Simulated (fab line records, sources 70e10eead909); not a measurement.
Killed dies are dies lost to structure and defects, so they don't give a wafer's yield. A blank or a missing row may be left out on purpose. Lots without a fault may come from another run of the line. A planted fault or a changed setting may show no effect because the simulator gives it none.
Chamber matching | flow nand_harc | NHARC_A_SGD_CUT_CMP_21 on cmp-04: 4 sister chambers
The step polishes, target thk 148.19 nm. 8 wafers are shown with their chamber, then 9 later ones without.

WAFERS WITH THEIR CHAMBER
wafer  | chamber | motor_current_A (A) | time_to_endpoint_s (s)
L082.6 | 1       | 13.1                | 51.6
L087.3 | 0       | 10.5                | 49.1
L087.5 | 2       | 12.9                | 49.5
L090.2 | 0       | 10.3                | 51.2
L090.4 | 2       | 13.5                | 48.5
L091.2 | 3       | 9.6                 | 48.8
L091.4 | 1       | 13.8                | 50.0
L091.5 | 3       | 9.0                 | 46.6

WAFERS WITHOUT THEIR CHAMBER
wafer  | motor_current_A (A) | time_to_endpoint_s (s)
L092.1 | 12.9                | 50.4
L092.3 | 10.0                | 48.7
L092.6 | 10.7                | 50.1
L094.1 | 9.1                 | 46.1
L094.2 | 14.0                | 47.6
L094.4 | 12.9                | 48.7
L096.2 | 10.8                | 52.8
L096.5 | 12.8                | 51.2
L096.6 | 12.8                | 53.7

WHICH CHAMBER EACH WENT THROUGH
wafer  | from the rows above     | in truth
L092.1 | can't be placed: 2 or 1 | 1
L092.3 | can't be placed: 0 or 3 | 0
L092.6 | 0                       | 0
L094.1 | 3                       | 3
L094.2 | can't be placed: 2 or 1 | 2
L094.4 | can't be placed: 2 or 1 | 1
L096.2 | 0                       | 0
L096.5 | can't be placed: 1 or 2 | 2
L096.6 | can't be placed: 1 or 2 | 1
Placed correctly: 3 of 9. Can't be placed from these rows: 6 (the true chamber is among the candidates in 6). Placed wrongly: 0.
How it was worked out, from the rows above alone: a wafer's distance from a chamber is the root of the sum, over the readings, of the square of ((its reading less the chamber's mean) divided by the reading's scatter). The wafer belongs to the nearest chamber; if the next one is less than 2 further off, it can't be placed. A chamber's mean is the mean of its shown wafers. The scatter: the root of (the sum of the squares of (reading less its chamber's mean) over the shown wafers, divided by (wafers less chambers)).
